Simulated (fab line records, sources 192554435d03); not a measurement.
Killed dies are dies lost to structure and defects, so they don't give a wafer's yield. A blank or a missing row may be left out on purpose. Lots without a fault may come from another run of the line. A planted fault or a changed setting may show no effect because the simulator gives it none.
Chamber matching | flow n5_finfet | N5_BEOL_M9_ILD_DEP_00 on pecvd-01: 3 sister chambers
The step deposits SiCOH lowk from DEMS/porogen, target thk 308.51 nm, time 58 s. 3 wafers are shown with their chamber, then 8 later ones without.

WAFERS WITH THEIR CHAMBER
wafer  | chamber | throttle_valve_pct (%)
L079.6 | 0       | 14.9
L083.4 | 1       | 14.8
L086.1 | 2       | 13.3

WAFERS WITHOUT THEIR CHAMBER
wafer  | throttle_valve_pct (%)
L086.2 | 14.4
L086.4 | 13.4
L088.2 | 14.7
L088.3 | 14.7
L088.5 | 14.8
L090.1 | 13.6
L090.3 | 14.8
L090.6 | 14.4

WHICH CHAMBER EACH WENT THROUGH
wafer  | from the rows above     | in truth
L086.2 | can't be placed: 1 or 0 | 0
L086.4 | 2                       | 2
L088.2 | can't be placed: 1 or 0 | 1
L088.3 | can't be placed: 1 or 0 | 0
L088.5 | can't be placed: 1 or 0 | 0
L090.1 | 2                       | 2
L090.3 | can't be placed: 1 or 0 | 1
L090.6 | can't be placed: 1 or 0 | 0
Placed correctly: 2 of 8. Can't be placed from these rows: 6 (the true chamber is among the candidates in 6). Placed wrongly: 0.
How it was worked out, from the rows above alone: a wafer's distance from a chamber is the root of the sum, over the readings, of the square of ((its reading less the chamber's mean) divided by the reading's scatter). The wafer belongs to the nearest chamber; if the next one is less than 2 further off, it can't be placed. A chamber's mean is the mean of its shown wafers. The scatter: with one shown wafer a chamber, the root of the mean of the squares of how far each hidden wafer lies from its nearest shown one.
